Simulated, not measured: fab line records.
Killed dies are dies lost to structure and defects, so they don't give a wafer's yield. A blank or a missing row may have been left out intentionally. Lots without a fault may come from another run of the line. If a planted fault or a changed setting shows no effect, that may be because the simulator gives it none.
A sampling plan put to the test | flow n5 finfet | one line in one fab, 38 faults in these records, each fault weighed on the records of the lots it struck
The plan is the line's own looks: the steps of the route at which a gauge or an inspection reads the wafer and doesn't change it. A look can be judged if struck wafers have a number there and the file gives its usual mean and standard deviation on fault-free wafers. Caught: the struck wafers' mean, at a look after the fault's first step, is 4 or more of those standard deviations (sigma) away from the usual mean. On the tool: the test repeated on the tool's own readings taken at the fault's steps. It also counts as caught if the struck wafers ran another recipe or if their record alone is blank.

== THE FAULTS, as the simulator had put them in ==
1. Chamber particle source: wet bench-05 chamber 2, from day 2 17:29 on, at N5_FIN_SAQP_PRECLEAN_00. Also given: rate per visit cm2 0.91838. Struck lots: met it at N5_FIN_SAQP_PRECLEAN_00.
2. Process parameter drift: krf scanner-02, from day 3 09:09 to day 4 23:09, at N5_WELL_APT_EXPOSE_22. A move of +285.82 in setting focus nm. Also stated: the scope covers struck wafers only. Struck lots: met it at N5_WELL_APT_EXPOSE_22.
3. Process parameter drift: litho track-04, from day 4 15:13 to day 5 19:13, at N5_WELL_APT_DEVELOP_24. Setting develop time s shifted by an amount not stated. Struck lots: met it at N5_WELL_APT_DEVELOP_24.
4. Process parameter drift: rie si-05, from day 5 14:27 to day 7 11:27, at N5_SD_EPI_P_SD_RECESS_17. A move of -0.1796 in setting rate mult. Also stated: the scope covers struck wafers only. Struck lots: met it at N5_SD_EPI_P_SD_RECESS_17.
5. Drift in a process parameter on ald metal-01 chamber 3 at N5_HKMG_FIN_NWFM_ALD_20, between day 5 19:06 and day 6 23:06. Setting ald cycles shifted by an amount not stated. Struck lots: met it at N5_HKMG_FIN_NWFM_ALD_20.
6. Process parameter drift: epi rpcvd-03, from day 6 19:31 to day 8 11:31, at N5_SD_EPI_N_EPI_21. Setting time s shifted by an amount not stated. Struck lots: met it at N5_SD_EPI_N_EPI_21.
7. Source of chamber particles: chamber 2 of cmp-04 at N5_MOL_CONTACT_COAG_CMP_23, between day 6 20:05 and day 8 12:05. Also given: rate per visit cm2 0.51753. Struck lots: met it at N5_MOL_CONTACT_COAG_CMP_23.
8. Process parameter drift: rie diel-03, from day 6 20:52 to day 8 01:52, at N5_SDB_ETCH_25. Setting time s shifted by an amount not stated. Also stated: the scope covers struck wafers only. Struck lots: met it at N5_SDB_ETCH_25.
9. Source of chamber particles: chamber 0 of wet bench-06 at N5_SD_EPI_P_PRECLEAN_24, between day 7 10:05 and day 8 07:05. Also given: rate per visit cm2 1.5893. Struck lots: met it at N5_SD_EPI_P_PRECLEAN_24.
10. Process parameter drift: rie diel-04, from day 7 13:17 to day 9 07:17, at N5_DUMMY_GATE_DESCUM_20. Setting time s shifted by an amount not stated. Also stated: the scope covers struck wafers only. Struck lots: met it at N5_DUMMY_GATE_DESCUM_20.
11. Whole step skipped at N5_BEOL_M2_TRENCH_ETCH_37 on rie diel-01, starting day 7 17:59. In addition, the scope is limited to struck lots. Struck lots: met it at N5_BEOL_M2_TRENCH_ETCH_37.
12. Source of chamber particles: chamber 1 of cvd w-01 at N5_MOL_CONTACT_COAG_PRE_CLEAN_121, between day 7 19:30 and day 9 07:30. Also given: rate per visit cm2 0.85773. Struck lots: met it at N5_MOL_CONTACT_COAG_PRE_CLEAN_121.
13. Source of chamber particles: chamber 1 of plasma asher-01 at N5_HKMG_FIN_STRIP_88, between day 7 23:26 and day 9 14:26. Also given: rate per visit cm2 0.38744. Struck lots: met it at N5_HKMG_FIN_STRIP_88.
14. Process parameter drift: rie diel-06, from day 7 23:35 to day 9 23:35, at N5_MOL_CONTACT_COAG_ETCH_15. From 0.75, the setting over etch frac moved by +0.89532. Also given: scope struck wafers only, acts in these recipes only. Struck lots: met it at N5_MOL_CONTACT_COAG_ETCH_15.
15. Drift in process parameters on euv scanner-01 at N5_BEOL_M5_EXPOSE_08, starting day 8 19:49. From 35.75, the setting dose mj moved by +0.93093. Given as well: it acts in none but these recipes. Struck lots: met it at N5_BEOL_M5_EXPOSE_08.
16. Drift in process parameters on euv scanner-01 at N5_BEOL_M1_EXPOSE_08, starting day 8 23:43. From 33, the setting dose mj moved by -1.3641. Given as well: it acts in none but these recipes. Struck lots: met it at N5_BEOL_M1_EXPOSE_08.
17. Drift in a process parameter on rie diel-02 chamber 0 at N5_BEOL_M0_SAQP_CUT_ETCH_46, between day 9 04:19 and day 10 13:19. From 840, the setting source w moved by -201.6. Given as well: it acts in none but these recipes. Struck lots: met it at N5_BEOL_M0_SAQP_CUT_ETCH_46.
18. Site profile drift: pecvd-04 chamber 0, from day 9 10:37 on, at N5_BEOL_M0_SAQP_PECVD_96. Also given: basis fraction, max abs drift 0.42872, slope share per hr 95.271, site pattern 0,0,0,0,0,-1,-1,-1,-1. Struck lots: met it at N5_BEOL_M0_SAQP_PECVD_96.
19. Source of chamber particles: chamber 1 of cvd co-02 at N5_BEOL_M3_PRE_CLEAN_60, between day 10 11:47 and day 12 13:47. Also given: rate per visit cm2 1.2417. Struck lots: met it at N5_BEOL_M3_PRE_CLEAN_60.
20. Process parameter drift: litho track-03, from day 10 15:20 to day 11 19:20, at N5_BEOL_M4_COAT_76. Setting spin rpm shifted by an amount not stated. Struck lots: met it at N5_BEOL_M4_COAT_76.
21. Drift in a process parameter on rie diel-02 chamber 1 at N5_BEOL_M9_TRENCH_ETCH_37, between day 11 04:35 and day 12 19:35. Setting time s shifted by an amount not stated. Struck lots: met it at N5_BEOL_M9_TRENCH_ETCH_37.
22. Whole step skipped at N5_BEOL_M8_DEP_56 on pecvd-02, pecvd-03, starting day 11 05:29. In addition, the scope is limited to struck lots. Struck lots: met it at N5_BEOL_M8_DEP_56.
23. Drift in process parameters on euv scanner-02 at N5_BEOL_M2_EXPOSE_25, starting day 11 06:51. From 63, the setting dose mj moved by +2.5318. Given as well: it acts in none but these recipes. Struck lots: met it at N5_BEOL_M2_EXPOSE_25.
24. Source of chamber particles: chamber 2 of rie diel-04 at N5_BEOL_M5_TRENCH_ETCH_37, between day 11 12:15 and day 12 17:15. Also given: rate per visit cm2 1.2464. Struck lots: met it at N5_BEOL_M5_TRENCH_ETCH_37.
25. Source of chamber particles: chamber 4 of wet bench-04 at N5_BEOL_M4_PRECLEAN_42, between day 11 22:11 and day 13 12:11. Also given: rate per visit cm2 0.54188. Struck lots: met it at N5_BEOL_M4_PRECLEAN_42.
26. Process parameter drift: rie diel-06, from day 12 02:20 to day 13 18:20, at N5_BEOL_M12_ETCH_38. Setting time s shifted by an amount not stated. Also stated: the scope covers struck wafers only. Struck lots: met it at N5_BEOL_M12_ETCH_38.
27. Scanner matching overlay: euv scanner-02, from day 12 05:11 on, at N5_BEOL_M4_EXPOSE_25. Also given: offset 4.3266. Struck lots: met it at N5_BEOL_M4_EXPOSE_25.
28. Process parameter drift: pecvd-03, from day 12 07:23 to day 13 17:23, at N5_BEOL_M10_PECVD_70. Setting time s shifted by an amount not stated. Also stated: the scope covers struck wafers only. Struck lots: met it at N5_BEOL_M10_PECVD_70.
29. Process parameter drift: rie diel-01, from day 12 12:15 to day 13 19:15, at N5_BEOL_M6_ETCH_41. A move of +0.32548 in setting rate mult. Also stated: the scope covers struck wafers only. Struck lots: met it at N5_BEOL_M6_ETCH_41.
30. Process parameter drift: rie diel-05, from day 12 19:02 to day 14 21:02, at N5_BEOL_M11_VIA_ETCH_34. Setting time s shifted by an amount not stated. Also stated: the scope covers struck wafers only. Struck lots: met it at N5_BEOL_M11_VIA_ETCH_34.
31. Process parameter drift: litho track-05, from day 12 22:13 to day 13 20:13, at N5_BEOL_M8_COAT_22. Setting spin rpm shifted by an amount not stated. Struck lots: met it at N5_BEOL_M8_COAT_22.
32. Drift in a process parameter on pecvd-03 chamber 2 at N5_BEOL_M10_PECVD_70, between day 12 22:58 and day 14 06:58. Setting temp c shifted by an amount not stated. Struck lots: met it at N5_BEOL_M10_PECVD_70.
33. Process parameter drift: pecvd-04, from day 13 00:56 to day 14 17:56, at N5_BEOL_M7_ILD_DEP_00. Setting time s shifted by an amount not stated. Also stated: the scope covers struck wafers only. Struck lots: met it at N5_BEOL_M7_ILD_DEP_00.
34. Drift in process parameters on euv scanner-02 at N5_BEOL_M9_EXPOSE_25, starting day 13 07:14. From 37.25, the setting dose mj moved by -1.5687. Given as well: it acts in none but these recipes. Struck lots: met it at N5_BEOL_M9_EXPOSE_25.
35. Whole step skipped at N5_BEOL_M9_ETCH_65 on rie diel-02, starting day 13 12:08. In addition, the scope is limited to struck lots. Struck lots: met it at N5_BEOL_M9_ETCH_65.
36. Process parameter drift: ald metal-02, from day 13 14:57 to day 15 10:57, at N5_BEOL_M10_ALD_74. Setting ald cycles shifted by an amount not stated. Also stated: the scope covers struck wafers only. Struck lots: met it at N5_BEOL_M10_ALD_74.
37. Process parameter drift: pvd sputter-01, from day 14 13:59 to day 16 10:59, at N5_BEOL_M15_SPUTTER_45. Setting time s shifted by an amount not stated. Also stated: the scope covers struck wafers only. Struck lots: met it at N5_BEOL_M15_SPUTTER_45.
38. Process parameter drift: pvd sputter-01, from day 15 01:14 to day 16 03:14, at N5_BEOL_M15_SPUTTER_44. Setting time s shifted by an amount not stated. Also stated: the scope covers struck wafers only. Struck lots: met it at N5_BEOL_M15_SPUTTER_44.

== WHAT THE PLAN SAW ==
fault | on the tool itself                               | first look that catches it                      | reading, sigma                                  | median hours from its first step to that look | hours from the fault's start to the first struck lot there | judged looks passed uncaught
1     | under 2 sigma                                    | N5_FIN_SAQP_INSPECT_18                          | raw defect count +7.5                           | 1.3                                           | 29                                                         | 0
2     | no reading that can be judged                    | N5_WELL_APT_CD_MEAS_25                          | cd nm -7.0                                      | 0.2                                           | 12                                                         | 0
3     | under 2 sigma                                    | not the one look that can be judged after it    | -                                               | -                                             | -                                                          | 1
4     | only faintly: oes product au -3.5 sigma          | N5_BEOL_M4_RC_MEAS_101                          | CJ_P -6.1                                       | 110.4                                         | 128                                                        | 0
5     | under 2 sigma                                    | N5_BEOL_M4_RC_MEAS_101                          | VT_N_LONG +12                                   | 84.5                                          | 93                                                         | 0
6     | the tool's record is blank for the struck wafers | N5_SD_EPI_N_EPI_MEAS_23                         | thk nm -5.1                                     | 1.9                                           | 14                                                         | 0
7     | under 2 sigma                                    | not the one look that can be judged after it    | -                                               | -                                             | -                                                          | 1
8     | under 2 sigma                                    | not the one look that can be judged after it    | -                                               | -                                             | -                                                          | 1
9     | no reading that can be judged                    | N5_SD_EPI_P_INSPECT_26                          | raw defect count +29                            | 0.1                                           | 6                                                          | 0
10    | under 2 sigma                                    | not the one look that can be judged after it    | -                                               | -                                             | -                                                          | 1
11    | the tool's record is blank for the struck wafers | N5_BEOL_M2_OCD_MEAS_38                          | trench depth nm -60                             | 0.2                                           | 6                                                          | 0
12    | no reading that can be judged                    | no look after it can be judged                  | -                                               | -                                             | -                                                          | 0
13    | under 2 sigma                                    | no look after it can be judged                  | -                                               | -                                             | -                                                          | 0
14    | only faintly: oes product au -3.0 sigma          | not the one look that can be judged after it    | -                                               | -                                             | -                                                          | 1
15    | exposure dose mJ cm2 +12 sigma                   | no look after it can be judged                  | -                                               | -                                             | -                                                          | 0
16    | exposure dose mJ cm2 -22 sigma                   | none of the 2 looks that can be judged after it | strongest: cd nm at N5_BEOL_M1_CD_MEAS_11, -2.5 | -                                             | -                                                          | 2
17    | rf fwd power W -72 sigma                         | not the one look that can be judged after it    | -                                               | -                                             | -                                                          | 1
18    | under 2 sigma                                    | not the one look that can be judged after it    | -                                               | -                                             | -                                                          | 1
19    | under 2 sigma                                    | N5_BEOL_M3_INSPECT_59                           | raw defect count +38                            | 0.3                                           | 1                                                          | 0
20    | spin speed rpm -99 or beyond sigma               | none of the 2 looks that can be judged after it | -                                               | -                                             | -                                                          | 2
21    | run length s -42 sigma                           | N5_BEOL_M9_OCD_MEAS_38                          | trench depth nm -25                             | 0.2                                           | 37                                                         | 0
22    | the tool's record is blank for the struck wafers | no look after it can be judged                  | -                                               | -                                             | -                                                          | 0
23    | exposure dose mJ cm2 +25 sigma                   | none of the 3 looks that can be judged after it | strongest: cd nm at N5_BEOL_M2_CD_MEAS_28, +3.3 | -                                             | -                                                          | 3
24    | under 2 sigma                                    | no look after it can be judged                  | -                                               | -                                             | -                                                          | 0
25    | under 2 sigma                                    | none of the 2 looks that can be judged after it | -                                               | -                                             | -                                                          | 2
26    | under 2 sigma                                    | not the one look that can be judged after it    | -                                               | -                                             | -                                                          | 1
27    | under 2 sigma                                    | N5_BEOL_M4_OVL_MEAS_29                          | V3_OVL +6.4                                     | 0.2                                           | 10                                                         | 0
28    | under 2 sigma                                    | not the one look that can be judged after it    | -                                               | -                                             | -                                                          | 1
29    | only faintly: oes product au +2.8 sigma          | no look after it can be judged                  | -                                               | -                                             | -                                                          | 0
30    | run length s +25 sigma                           | no look after it can be judged                  | -                                               | -                                             | -                                                          | 0
31    | spin speed rpm -99 or beyond sigma               | no look after it can be judged                  | -                                               | -                                             | -                                                          | 0
32    | susceptor temp C -21 sigma                       | no look after it can be judged                  | -                                               | -                                             | -                                                          | 0
33    | under 2 sigma                                    | N5_BEOL_M7_THK_MEAS_01                          | M7_ILD_THK -14                                  | 0.6                                           | 5                                                          | 0
34    | exposure dose mJ cm2 -22 sigma                   | not the one look that can be judged after it    | strongest: cd nm at N5_BEOL_M9_CD_MEAS_28, -3.1 | -                                             | -                                                          | 1
35    | the tool's record is blank for the struck wafers | no look after it can be judged                  | -                                               | -                                             | -                                                          | 0
36    | under 2 sigma                                    | no look after it can be judged                  | -                                               | -                                             | -                                                          | 0
37    | under 2 sigma                                    | not the one look that can be judged after it    | -                                               | -                                             | -                                                          | 1
38    | under 2 sigma                                    | no look after it can be judged                  | -                                               | -                                             | -                                                          | 0
A dash: this means the fault isn't caught or the number doesn't appear in these records.

Caught at a look: 11 of 38. Caught on the tool: 14 of 38. By one or the other: 22 of 38.
On the tool alone, faults 15, 16, 17, 20, 22, 23, 30, 31, 32, 34, 35 were caught.
Caught at a look alone: faults 1, 2, 4, 5, 9, 19, 27, 33.
Caught by neither: faults 3, 7, 8, 10, 12, 13, 14, 18, 24, 25, 26, 28, 29, 36, 37, 38.

== THINNER SAMPLING ==
If the look that catches a fault measured only every second or every third lot, by lot number, the first struck lot would be measured this late in the worst case:
fault | struck lots at that look, in order of time | every lot | every second lot | every third lot
1     | L309                                       | 29 h      | may miss it      | may miss it
2     | L591, L595                                 | 12 h      | may miss all 2   | may miss all 2
4     | L598, L600                                 | 128 h     | may miss all 2   | may miss all 2
5     | L461                                       | 93 h      | may miss it      | may miss it
6     | L211, L213                                 | 14 h      | may miss all 2   | may miss all 2
9     | L383                                       | 6 h       | may miss it      | may miss it
11    | L622, L623                                 | 6 h       | 18 h             | may miss all 2
19    | L147, L150                                 | 1 h       | 16 h             | may miss all 2
21    | L929                                       | 37 h      | may miss it      | may miss it
27    | L665, L666                                 | 10 h      | 14 h             | may miss all 2
33    | L842                                       | 5 h       | may miss it      | may miss it
The hour figures run from when the fault began to the first measured lot among those it struck. The test against the limit of 4 sigma pooled every struck wafer, which means one lot taken alone may stay below that limit. Other struck lots may not be in these records.

== THE LONGEST TIMED WAY FROM STEP TO LOOK ==
In fault 4, a median of 110.4 hours elapses between N5_SD_EPI_P_SD_RECESS_17 and N5_BEOL_M4_RC_MEAS_101. No look between them can be judged.
